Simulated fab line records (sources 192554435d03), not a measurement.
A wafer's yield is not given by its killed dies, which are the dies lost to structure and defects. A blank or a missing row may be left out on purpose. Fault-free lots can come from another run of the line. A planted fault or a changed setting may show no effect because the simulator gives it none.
Matching of chambers ; flow n5Finfet ; rieDiel-05 running N5_BEOL_M10_STRIP_36: 4 sister chambers
The step strips in N2/H2. 18 wafers are shown with their chamber, then 9 later ones without.

WAFERS PAIRED WITH THEIR CHAMBERS
wafer;chamber;showerheadPlenumPTorr (Torr);throttleValvePct (%);oesProductAu (a.u.)
L074.3;1;2.60;23.2;0.96
L074.4;2;2.54;23.4;0.76
L074.5;3;2.65;23.5;0.77
L075.2;0;2.45;23.1;0.81
L075.3;2;2.53;23.5;0.75
L075.5;2;2.53;23.5;0.76
L079.1;3;2.64;23.5;0.74
L079.2;0;2.44;23.1;0.80
L079.6;0;2.44;23.2;0.79
L082.1;1;2.59;23.2;0.90
L082.3;3;2.64;23.5;0.74
L082.6;2;2.53;23.4;0.75
L081.2;1;2.59;23.2;0.90
L081.3;2;2.53;23.5;0.74
L081.4;0;2.44;23.2;0.79
L084.2;0;2.44;23.2;0.80
L084.3;1;2.59;23.2;0.89
L084.6;3;2.64;23.5;0.76

SIGNATURES, as means of the wafers listed above
reading;chamber 0;chamber 1;chamber 2;chamber 3;scatter within a chamber
showerheadPlenumPTorr;2.4420;2.5925;2.5320;2.6425;0.00471
throttleValvePct;23.160;23.200;23.460;23.500;0.0414
oesProductAu;0.7980;0.9125;0.7520;0.7525;0.0175
Rule: a wafer lies at a distance from a chamber equal to the root of the sum of squares, over the readings, of (its reading less the chamber's mean, divided by the reading's scatter). If the next closest chamber is less than 2 further off than the closest, the wafer can't be placed; otherwise it belongs to the closest. The scatter: take each reading less its chamber's mean, square it, sum over the shown wafers, divide by the number of wafers less the number of chambers, and take the root.

WAFERS WITHOUT THEIR CHAMBER
wafer;showerheadPlenumPTorr (Torr);throttleValvePct (%);oesProductAu (a.u.)
L089.1;2.52;23.5;0.73
L089.2;2.44;23.2;0.80
L089.4;2.58;23.2;0.90
L088.1;2.44;23.2;0.78
L088.4;2.58;23.2;0.88
L088.6;2.52;23.5;0.73
L091.1;2.58;23.2;0.85
L091.3;2.43;23.2;0.79
L091.6;2.52;23.5;0.72

EACH ONE'S CHAMBER
wafer;from the rows above;in truth
L089.1;2;2
L089.2;0;0
L089.4;1;1
L088.1;0;0
L088.4;1;1
L088.6;2;2
L091.1;1;1
L091.3;0;0
L091.6;2;2
Correct placement for 9 of the 9. Not placeable from these rows: 0. Placed wrongly: 0.
